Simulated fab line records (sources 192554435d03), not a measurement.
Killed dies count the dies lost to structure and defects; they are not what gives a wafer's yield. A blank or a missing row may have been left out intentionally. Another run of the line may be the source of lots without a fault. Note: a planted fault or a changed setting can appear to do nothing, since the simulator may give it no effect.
Matching of chambers	flow n5 finfet	3 sister chambers for N5_BEOL_M0_SAQP_PECVD_04 on pecvd-03
The step deposits a-Si from SiH4/He, target thk 60 nm, time 60.2 s. 3 wafers are shown with their chamber, then 8 later ones without.

== WAFERS WITH THEIR CHAMBER ==
wafer	chamber	showerhead plenum p Torr (Torr)
L087.1	2	5.78
L090.6	0	5.64
L091.3	1	5.64

== WAFERS WITHOUT THEIR CHAMBER ==
wafer	showerhead plenum p Torr (Torr)
L091.4	5.76
L091.6	5.63
L093.1	5.66
L093.3	5.65
L093.6	5.78
L097.2	5.65
L097.3	5.77
L097.6	5.75

== EACH ONE'S CHAMBER ==
wafer	from the rows above	in truth
L091.4	2	2
L091.6	can't be placed: 0 or 1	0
L093.1	can't be placed: 0 or 1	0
L093.3	can't be placed: 0 or 1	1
L093.6	2	2
L097.2	can't be placed: 0 or 1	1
L097.3	2	2
L097.6	2	2
Correct placement for 4 of the 8. Can't be placed from these rows: 4 (the true chamber is among the candidates in 4). Wrongly placed: 0.
How it was worked out, from the rows above alone: a wafer's distance from a chamber is the root of the sum, over the readings, of the square of ((its reading less the chamber's mean) divided by the reading's scatter). If the next closest chamber is less than 2 further off than the closest, the wafer can't be placed; otherwise it belongs to the closest. A chamber's mean is the mean of its shown wafers. The scatter: with one shown wafer a chamber, the root of the mean of the squares of how far each hidden wafer lies from its nearest shown one.
